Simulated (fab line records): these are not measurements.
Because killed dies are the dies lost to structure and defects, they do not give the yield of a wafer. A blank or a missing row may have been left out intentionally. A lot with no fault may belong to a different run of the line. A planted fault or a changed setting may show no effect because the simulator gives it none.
fab line records    flow nandHarc
record lots=6  wafers=18  lastDay=24
route steps=1159 shown A_STAIRCASE@663 END@1159
lots that met no fault: from a run of the same line without faults
startH: the number of hours between the record's first day and the start of the first shown wafer of the lot    waitH: how many hours have passed since the lot's step before this one    " unchanged from the row above    L1.1+2: several wafers, shown together as one row    - either no value or no given start    * or withheld: withheld    < > ~ a bound
route shown NAME@n: names a module that has steps shown in the file, with the first one's number in the route    usual: the fault-free wafers' mean and standard deviation    same: alike in all rows    chamber/n: place in a boat    sites: the reading at each site    _std_site: standard deviation of those values    _edge_site: mean of outer sites minus mean of inner sites    radiusMm: how far each site lies from the wafer's centre    mask NAME#n: copy n    behind: the last tool/chamber to shape the wafer    hold: what put the lot on hold/how long, in hours/how the hold closed    device: whichever transistor did not switch (one of n, p or np)    end of line: the same wafers' tests at the end of the route    a step without rows: its recipe alone    killed: dies that structure and defects cost at the first sort, which is not the same as the wafer's yield    map: a wafer's dies, x killed, . not, _ none there
set.NAME: the setting the step ran with; set.NAME@STEP: the setting that earlier step ran with    model.NAME: the simulator's own value behind a step, which no gauge read
lots seen at some steps along the route; tables by step, rows by wafer
services: from which hour (startH, from the record's first day; less than 0 if before it) a tool's chamber was out of use, for how many hours, and why
## steps
# step NHARC_A_STAIRCASE_HARDBAKE_290
# recipe tempC=120  timeS=140
# step NHARC_A_STAIRCASE_DESCUM_291
# recipe timeS=3  o2FlowSccm=200  arFlowSccm=0  biasPowerW=0  chemistry=O2
# usual drypumpMotorCurrentA=5.8/0.39  oesProductAu=1.002/0.0093  rfVppV=57.8/0.94  showerheadPlenumPTorr=1.91/0.085  throttleValvePct=11.311/0.01
lot.wafer  tool        chamber  startH  waitH  drypumpMotorCurrentA  oesProductAu  rfHoursCounterH  rfVppV  showerheadPlenumPTorr  throttleValvePct
L652.3     rieDiel-02  0        258.32  -      6.3                   1.005         33               56.9    1.86                   11.306
L652.4     "           2        "       "      5.7                   1.013         36               59.0    1.86                   11.300
L652.5     "           0        "       "      6.3                   0.999         -                58.2    1.86                   11.305
L658.1     rieDiel-03  3        281.92  -      5.7                   0.992         22               58.8    1.83                   11.304
L658.2     "           0        "       "      5.8                   0.997         20               57.1    1.91                   11.316
L658.4     "           1        "       "      5.6                   0.995         17               59.3    1.93                   11.311
L662.1     rieDiel-03  1        312.14  -      5.7                   1.003         27               59.2    1.93                   11.309
L662.3     "           3        "       "      5.7                   1.004         32               57.0    1.83                   11.325
L662.5     "           0        "       "      5.9                   1.007         -                57.8    1.91                   11.325
L668.3     rieDiel-02  1        350.77  -      5.1                   1.001         4                58.7    2.08                   11.314
L668.6     "           0        "       "      6.3                   0.997         -                60.1    1.85                   11.314
L668.5     "           1        "       "      5.1                   1.000         -                57.7    2.08                   11.310
L665.3     rieDiel-03  0        352.40  -      5.9                   1.009         46               58.3    1.90                   11.311
L665.5     "           3        "       "      5.7                   0.988         -                57.6    1.82                   11.300
L665.6     "           0        "       "      5.9                   0.990         -                59.2    1.90                   11.308
L673.2     rieDiel-02  1        369.30  -      5.1                   0.995         12               57.2    2.07                   11.292
L673.4     "           2        "       "      5.7                   1.016         13               57.0    1.85                   11.312
L673.1     "           3        "       "      6.5                   0.999         12               58.1    2.07                   11.303
# step NHARC_A_STAIRCASE_ETCH_292
# recipe cf4FlowSccm=100  chf3FlowSccm=30  arFlowSccm=0  rfW=500  biasW=200  chemistry=CF4/CHF3
# step NHARC_A_STAIRCASE_HM_OPEN_460
# recipe o2FlowSccm=400  cosFlowSccm=20  arFlowSccm=0  rfW=500  biasW=300  chemistry=O2/COS
# step NHARC_A_STAIRCASE_STRIP_461
# recipe o2FlowSccm=400  cosFlowSccm=20  arFlowSccm=0  biasW=0  chemistry=O2/COS
# step NHARC_A_STAIRCASE_ETCH_452
# recipe targetDepthA=300  overetchA=30  timeS=16.5  ionEnergyEv=100  cf4FlowSccm=80  o2FlowSccm=20  arFlowSccm=0  rfW=300  biasW=100  chemistry=CF4/O2
# usual drypumpMotorCurrentA=5.8/0.39  oesProductAu=1.002/0.0098  rfVppV=197.8/1.5  showerheadPlenumPTorr=1.34/0.058  throttleValvePct=13.398/0.0091
lot.wafer  tool        chamber  startH  waitH  drypumpMotorCurrentA  oesProductAu  rfHoursCounterH  rfVppV  showerheadPlenumPTorr  throttleValvePct
L652.4     rieDiel-02  0        -       -      6.3                   0.991         34               196.4   1.30                   13.398
L652.3     "           3        "       "      6.4                   1.002         37               195.3   1.24                   13.400
L652.5     "           1        "       "      5.1                   1.006         -                196.1   1.24                   13.394
L658.1     rieDiel-03  2        -       -      5.9                   0.987         18               199.5   1.39                   13.379
L658.2     "           3        "       "      5.7                   1.000         22               196.6   1.28                   13.405
L658.4     "           1        "       "      5.7                   0.995         17               198.3   1.35                   13.396
L662.3     rieDiel-03  1        -       -      5.7                   1.005         27               198.3   1.34                   13.386
L662.1     "           2        "       "      5.9                   0.984         29               199.0   1.39                   13.395
L662.5     "           1        "       "      5.6                   1.004         -                197.8   1.34                   13.405
L668.3     rieDiel-02  0        -       -      6.3                   0.994         4                197.2   1.29                   13.406
L668.5     "           1        "       "      5.1                   1.000         -                200.1   1.45                   13.409
L668.6     "           2        "       "      5.6                   1.017         -                197.3   1.30                   13.401
L665.3     rieDiel-03  2        -       -      5.9                   0.990         46               197.6   1.38                   13.397
L665.6     "           2        "       "      5.9                   0.992         -                199.0   1.38                   13.403
L665.5     "           3        "       "      5.7                   0.986         -                196.4   1.27                   13.387
L673.1     rieDiel-02  2        -       -      5.6                   1.016         13               197.3   1.29                   13.381
L673.4     "           3        "       "      6.5                   1.008         12               199.7   1.44                   13.398
L673.2     "           0        "       "      6.3                   0.993         11               197.0   1.29                   13.384
# step NHARC_A_STAIRCASE_ETCH_294
# recipe targetDepthA=49920  timeS=1212.4  ionEnergyEv=800  c4f8FlowSccm=80  o2FlowSccm=60  arFlowSccm=withheld  rfW=600  biasW=3000  chemistry=C4F8/O2/Ar
# step NHARC_A_STAIRCASE_STRIP_295
# recipe o2FlowSccm=500  arFlowSccm=0  biasW=0  chemistry=O2
# step NHARC_A_STAIRCASE_STRIP_296
# recipe timeS=900  tempC=130  chemistry=SPM
# step NHARC_A_STAIRCASE_PRECLEAN_297
# recipe timeS=*  tempC=50  bathAgeMin=0  chemistry=SC1
# step NHARC_A_STAIRCASE_SRD_298
# step NHARC_A_STAIRCASE_HM_DEP_462
# recipe targetThkA=8000  tempC=400  material=aC
# usual susceptorTempC=399.98/0.21  throttleValvePct=34.999/0.0088
lot.wafer  tool       chamber  startH  waitH  susceptorTempC  throttleValvePct
L652.3     aclDep-02  0        262.87  1.4    400.00          34.996
L652.4     "          0        "       "      399.83          34.989
L652.5     "          0        "       "      399.78          35.009
L658.1     aclDep-02  0        286.70  2.6    400.20          34.988
L658.2     "          0        "       "      400.26          34.999
L658.4     "          0        "       "      400.29          34.988
L662.1     aclDep-01  0        315.29  0.9    399.75          35.007
L662.3     "          0        "       "      399.93          35.010
L662.5     "          0        "       "      399.86          35.008
L668.3     aclDep-01  0        355.17  1.5    399.68          35.013
L668.5     "          0        "       "      399.72          35.015
L668.6     "          0        "       "      399.78          34.988
L665.3     aclDep-01  0        357.01  2.4    400.15          35.014
L665.5     "          0        "       "      400.00          34.989
L665.6     "          0        "       "      399.90          35.000
L673.1     aclDep-03  0        373.66  2.2    399.91          35.004
L673.2     "          0        "       "      399.75          34.992
L673.4     "          0        "       "      400.14          35.005
# step NHARC_A_STAIRCASE_DEP_301
# recipe targetThkA=300  targetThkNm=30  tempC=400  pressureTorr=3.5  flowSccm=200  rfW=350  material=SiON
# usual heaterPowerW=726/100  susceptorTempC=399.98/0.22
lot.wafer  tool      chamber  startH  waitH  heaterPowerW  susceptorTempC
L652.3     pecvd-01  2        264.20  1.0    841           399.72
L652.5     "         0        "       "      819           400.12
L652.4     "         2        "       "      852           400.22
L658.1     pecvd-02  2        288.68  1.7    736           399.85
L658.2     "         0        "       "      763           399.86
L658.4     "         0        "       "      774           400.41
L662.1     pecvd-03  2        317.18  1.6    586           400.09
L662.3     "         0        "       "      887           399.57
L662.5     "         0        "       "      903           399.98
L668.3     pecvd-02  1        356.45  1.0    704           399.77
L668.6     "         1        "       "      700           400.41
L668.5     "         2        "       "      693           399.73
L665.3     pecvd-02  0        358.26  0.9    709           400.26
L665.5     "         0        "       "      710           399.89
L665.6     "         2        "       "      696           399.95
L673.1     pecvd-03  2        375.76  1.8    607           399.70
L673.2     "         0        "       "      915           400.24
L673.4     "         1        "       "      748           399.25
# step NHARC_A_STAIRCASE_DEHYDRATE_302
# recipe tempC=150  timeS=120
# step NHARC_A_STAIRCASE_HMDS_303
# recipe timeS=30
# step NHARC_A_STAIRCASE_COAT_304
# recipe spinRpm=1200
# step NHARC_A_STAIRCASE_SOFTBAKE_305
# recipe tempC=135  timeS=170
# step NHARC_A_STAIRCASE_EBR_306
# step NHARC_A_STAIRCASE_EXPOSE_307
# recipe na=0.5  doseMj=45.72  maskId=CHOP_50
# step NHARC_A_STAIRCASE_PEB_308
# recipe pebTempC=115  pebTimeS=130
# step NHARC_A_STAIRCASE_DEVELOP_309
# recipe timeS=140
# step NHARC_A_STAIRCASE_HARDBAKE_311
# recipe tempC=120  timeS=140
# step NHARC_A_STAIRCASE_DESCUM_312
# recipe timeS=3  o2FlowSccm=200  arFlowSccm=0  biasPowerW=0  chemistry=O2
# step NHARC_A_STAIRCASE_ETCH_313
# recipe cf4FlowSccm=100  chf3FlowSccm=30  arFlowSccm=0  rfW=500  biasW=200  chemistry=CF4/CHF3
# usual drypumpMotorCurrentA=5.8/0.42  oesProductAu=0.933/0.016  rfVppV=370.5/2.4  showerheadPlenumPTorr=1.57/0.07  throttleValvePct=16.803/0.009
lot.wafer  tool        chamber  startH  waitH  drypumpMotorCurrentA  oesProductAu  rfHoursCounterH  rfVppV  showerheadPlenumPTorr  throttleValvePct
L652.3     rieDiel-03  2        265.27  0.1    5.9                   0.958         12               371.6   1.64                   16.808
L652.4     "           2        "       "      5.9                   0.957         -                371.7   1.64                   16.811
L652.5     "           3        "       "      5.7                   0.957         -                368.7   1.51                   16.787
L658.2     rieDiel-02  1        289.78  0.1    5.1                   0.926         46               367.1   1.46                   16.794
L658.1     "           2        "       "      5.7                   0.929         49               370.2   1.53                   16.804
L658.4     "           0        "       "      6.3                   0.914         46               369.1   1.53                   16.813
L662.3     rieDiel-02  0        318.21  0.1    6.3                   0.923         55               369.1   1.53                   16.801
L662.1     "           2        "       "      5.7                   0.937         59               367.8   1.53                   16.803
L662.5     "           0        "       "      6.3                   0.929         -                368.7   1.53                   16.798
L668.3     rieDiel-03  1        358.84  1.5    5.7                   0.935         47               371.1   1.58                   16.807
L668.6     "           1        "       "      5.6                   0.945         -                370.7   1.58                   16.810
L668.5     "           2        "       "      5.9                   0.922         -                372.5   1.63                   16.806
L665.3     rieDiel-11  1        359.34  0.1    5.8                   0.927         60               372.5   1.58                   16.786
L665.5     "           3        "       "      5.5                   0.927         -                370.6   1.59                   16.817
L665.6     "           0        "       "      6.1                   0.934         -                370.5   1.58                   16.793
L673.1     rieDiel-02  1        376.69  0.1    5.1                   0.931         14               372.7   1.70                   16.830
L673.4     "           2        "       "      5.6                   0.929         14               371.0   1.53                   16.809
L673.2     "           0        "       "      6.3                   0.915         13               370.2   1.52                   16.795
# step NHARC_A_STAIRCASE_HM_OPEN_463
# recipe o2FlowSccm=400  cosFlowSccm=20  arFlowSccm=0  rfW=500  biasW=300  chemistry=O2/COS
# step NHARC_A_STAIRCASE_STRIP_464
# recipe o2FlowSccm=400  cosFlowSccm=20  arFlowSccm=0  biasW=0  chemistry=O2/COS
# step NHARC_A_STAIRCASE_ETCH_453
# recipe targetDepthA=300  overetchA=30  timeS=16.5  ionEnergyEv=100  cf4FlowSccm=80  o2FlowSccm=20  arFlowSccm=0  rfW=300  biasW=100  chemistry=CF4/O2
# step NHARC_A_STAIRCASE_ETCH_315
# recipe targetDepthA=25000  timeS=607.1  ionEnergyEv=800  c4f8FlowSccm=80  o2FlowSccm=60  arFlowSccm=withheld  rfW=600  biasW=3000  chemistry=C4F8/O2/Ar
# step NHARC_A_STAIRCASE_STRIP_316
# recipe o2FlowSccm=500  arFlowSccm=0  biasW=0  chemistry=O2
# step NHARC_A_STAIRCASE_STRIP_317
# recipe timeS=900  tempC=130  chemistry=SPM
# step NHARC_A_STAIRCASE_PRECLEAN_318
# recipe timeS=*  tempC=50  bathAgeMin=0  chemistry=SC1
# step NHARC_A_STAIRCASE_SRD_329
# step NHARC_A_STAIRCASE_ALD_415
# recipe targetThkA=300  pulseTimeS=6  aldCycles=300  tempC=300  material=SiO2
# step NHARC_A_STAIRCASE_ETCHBACK_416
# recipe targetDepthA=360  timeS=7.2  c4f8FlowSccm=withheld  o2FlowSccm=8  arFlowSccm=withheld  rfW=600  biasW=800  chemistry=C4F8/O2/Ar
# step NHARC_A_STAIRCASE_STRIP_476
# recipe timeS=20  o2FlowSccm=500  arFlowSccm=0  biasW=0  chemistry=O2
# usual drypumpMotorCurrentA=5.8/0.38  oesProductAu=1.000/0.01  rfVppV=57.8/0.93  showerheadPlenumPTorr=3.52/0.15  throttleValvePct=17.035/0.0086
lot.wafer  tool        chamber  startH  waitH  drypumpMotorCurrentA  oesProductAu  rfHoursCounterH  rfVppV  showerheadPlenumPTorr  throttleValvePct
L652.3     rieDiel-03  3        271.25  0.2    5.7                   0.977         18               55.3    3.39                   17.028
L652.5     "           2        "       "      5.9                   0.999         -                57.7    3.67                   17.023
L652.4     "           3        "       "      5.7                   0.982         -                57.6    3.39                   17.021
L658.2     rieDiel-02  2        293.96  0.1    5.7                   1.011         52               56.7    3.43                   17.024
L658.1     "           3        "       "      6.5                   1.004         51               56.8    3.27                   17.035
L658.4     "           0        "       "      6.3                   0.981         48               57.6    3.43                   17.041
L662.3     rieDiel-02  0        322.16  0.1    6.3                   0.992         56               57.2    3.43                   17.025
L662.1     "           3        "       "      6.4                   0.993         58               56.6    3.27                   17.050
L662.5     "           1        "       "      5.1                   1.010         -                57.1    3.27                   17.040
L668.3     rieDiel-02  0        362.80  0.1    6.3                   1.001         10               56.0    3.42                   17.031
L668.5     "           3        "       "      6.5                   1.008         -                57.3    3.80                   17.019
L668.6     "           0        "       "      6.3                   0.998         -                56.7    3.42                   17.037
L665.3     rieDiel-03  2        363.40  0.1    5.9                   0.982         51               59.1    3.65                   17.038
L665.6     "           0        "       "      5.9                   1.003         -                57.6    3.51                   17.042
L665.5     "           2        "       "      5.9                   0.978         -                57.6    3.64                   17.023
L673.4     rieDiel-02  1        381.43  0.1    5.1                   0.994         17               59.0    3.80                   17.045
L673.2     "           2        "       "      5.6                   1.012         16               57.8    3.42                   17.025
L673.1     "           3        "       "      6.5                   0.993         14               59.3    3.80                   17.038
# step NHARC_A_STAIRCASE_DEP_417
# recipe targetThkA=600  stepCoveragePct=20  tempC=400  targetThkNm=60  flowSccm=200  rfW=450  material=Si3N4
# step NHARC_A_STAIRCASE_WET_418
# recipe tempC=160  targetDepthA=200  chemistry=H3PO4
# step NHARC_A_STAIRCASE_PRECLEAN_419
# recipe timeS=*  tempC=50  bathAgeMin=0  chemistry=SC1
# step NHARC_A_STAIRCASE_SRD_421
# step NHARC_END_SORT_01
# recipe tempC=25
# usual killedAtArray=28/11  killedAtOther=0.5/0.85  killedAtPeriphery=2.7/1.9  killedDies=32/12  killedOpen=3.3/1.6  killedShort=2.1/1.5
# same grossDies=677
lot.wafer  tool       chamber  startH  waitH  killedAtArray  killedAtOther  killedAtPeriphery  killedDies  killedOpen  killedShort
L668.3     prober-02  0        549.96  3.1    111            0              1                  112         4           1
L668.5     prober-02  0        551.55  3.7    103            0              2                  105         3           2
L668.6     prober-02  0        552.35  4.0    104            0              2                  106         1           1
L665.3     prober-01  0        550.01  3.1    112            2              4                  118         4           3
L665.5     prober-01  0        551.61  3.7    110            1              1                  112         1           1
L665.6     prober-01  0        552.41  4.0    111            1              2                  114         1           2
# killed by level:class
L668.3 A_STAIRCASE:unspecified=80 A_CHANNEL_HOLE_D1:chamberFilmFlake=12 A_ZERO_WELL:chamberFilmFlake=5 A_STAIRCASE:chamberFilmFlake=3 A_CONTACT:chamberFilmFlake=3 A_CHANNEL_FILL_D1:geometricParticle:open=2 A_WL_FILL:chamberFilmFlake=2 A_CHANNEL_FILL_D1:geometricParticle:short=1
L665.3 A_STAIRCASE:unspecified=77 A_SLIT:chamberFilmFlake=14 A_CHANNEL_HOLE_D1:chamberFilmFlake=12 A_CONTACT:chamberFilmFlake=3 P_ZERO_WELL:chamberFilmFlake=2 P_CONTACT:geometricParticle:open=1 A_ONON_D1:geometricParticle:short=1 A_STAIRCASE:geometricParticle:open=1
L668.5 A_STAIRCASE:unspecified=74 A_CHANNEL_HOLE_D1:chamberFilmFlake=16 A_ZERO_WELL:chamberFilmFlake=3 A_STAIRCASE:chamberFilmFlake=2 A_WL_FILL:chamberFilmFlake=2 P_M2:geometricParticle:open=1 A_CHANNEL_FILL_D1:geometricParticle:open=1 A_CHANNEL_FILL_D1:geometricParticle:short=1
L665.5 A_STAIRCASE:unspecified=86 A_CHANNEL_HOLE_D1:chamberFilmFlake=13 A_SLIT:chamberFilmFlake=9 A_ONON_D1:geometricParticle:open=1 A_M0:geometricParticle:short=1 P_STI:chamberFilmFlake=1 THIN_TSV:chamberFilmFlake=1
L668.6 A_STAIRCASE:unspecified=82 A_CHANNEL_HOLE_D1:chamberFilmFlake=11 A_STAIRCASE:chamberFilmFlake=4 A_CONTACT:chamberFilmFlake=3 A_ZERO_WELL:chamberFilmFlake=2 P_M0:geometricParticle:open=1 A_WL_FILL:geometricParticle:short=1 P_M1:chamberFilmFlake=1
L665.6 A_STAIRCASE:unspecified=86 A_CHANNEL_HOLE_D1:chamberFilmFlake=9 A_SLIT:chamberFilmFlake=9 A_STAIRCASE:chamberFilmFlake=4 A_ONON_D1:geometricParticle:short=1 A_CONTACT:geometricParticle:open=1 STARTING-WAFER:geometricParticle:short=1 P_ZERO_WELL:chamberFilmFlake=1
# map L665.3 (x killed, . not)
____________.____________
_________.....x._________
_______..........._______
______.......x.....______
_____...........xx.._____
____.................____
____.................____
___...................___
___...................___
__.....................__
__.....................__
_......................._
_..x...................._
_......................._
_............x.........._
_...............x......._
x........................
.........................
.........................
...x........x............
.......x....x.....xxxxx..
_.......xxxx......xxxxx._
_.......xx.x...xxxxxxxxx_
_........x....xxxxxxxxx._
_.........xx....xxxxxxxx_
_........x.....xxxxxxxx._
__..........x.x.xxxxxxx__
__.....x.......xxxxxxxx__
___.............xxxxxx___
___.............xxxxxx___
____...x....x...xxxxx____
____............xxxxx____
_____..........xxxxx_____
______.........xx.x______
_______.........x._______
_________......._________
____________.____________
# map L668.3 (x killed, . not)
____________.____________
_________......x_________
_______xx.x...x..._______
______xxxx.........______
_____.x..........x.._____
____x...x.x..........____
____.x......x........____
___............x......___
___...............x...___
__.....................__
__...................x.__
_...x..........x...x.x.._
_......................._
_..................x...._
_......................._
_......................._
.........................
.........................
..................x......
.................x..x....
......x........x..xx..x..
_................xxxxxx._
_...............xxxxxxx._
_..............xxxxxxxx._
_......x.......xxxxxxxx._
_......x.......xxxxxxxxx_
__..............xxxxxxx__
__.............xxxxxxxx__
___............xxxxxxx___
___............xxxxxxx___
____............xxxxx____
____.............xxx.____
_____x............xx_____
______.............______
_______..........._______
_________......._________
____________.____________
## services
tool        chamber  startH  hours  kind
pecvd-01    -        237.00  13.0   pm
rieDiel-02  0        257.76  -      clean
rieDiel-02  1        257.76  -      clean
rieDiel-02  2        257.76  -      clean
rieDiel-02  3        257.76  -      clean
rieDiel-03  0        259.93  7.7    repair
pecvd-03    -        264.44  0.4    repair
rieDiel-03  1        267.17  12.7   repair
rieDiel-11  -        272.47  0.4    repair
rieDiel-02  0        282.26  -      clean
rieDiel-02  1        282.26  -      clean
rieDiel-02  2        282.26  -      clean
rieDiel-02  3        282.26  -      clean
pecvd-03    -        292.41  13.0   pm
aclDep-01   -        295.47  13.0   pm
rieDiel-02  0        306.76  -      clean
pecvd-01    -        318.23  4.8    repair
rieDiel-02  -        328.06  9.0    pm
pecvd-02    -        334.45  13.0   pm
rieDiel-11  -        339.93  0.7    repair
aclDep-02   -        351.95  13.0   pm
pecvd-01    2        361.15  11.4   repair
rieDiel-03  1        362.93  8.5    repair
rieDiel-11  -        368.53  9.0    pm
## key
firstSign step=NHARC_END_SORT_01  reading=killedAtArray  direction=up  sigmas=7.1  usual=28  struck=108
effect step=NHARC_END_SORT_01  reading=killedDies  direction=up  sigmas=6.8  usual=32  struck=111
moreKillsBornAt NHARC_A_STAIRCASE_HM_DEP_462@aclDep-01=485
metAt NHARC_A_STAIRCASE_HM_DEP_462
struckWafers L665.3,L665.5,L665.6,L668.3,L668.5,L668.6
testerLeftOut L665,L668
onsetBetween 315.29 355.17
alsoFits NHARC_A_STAIRCASE_DEP_301:pecvd-02
fault kind=chamberParticleSource  tool=aclDep-01  chamber=-  onsetH=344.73  steps=NHARC_A_STAIRCASE_HM_DEP_462  ratePerVisitCm2=1.1285  endH=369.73
# testerLeftOut: of these lots the tester's yield and bins aren't shown, on N5 and GAA mostly nor the transistor test; their killed dies are dies lost to structure and defects alone, not to doping, threshold or leakage, so they don't give the yield
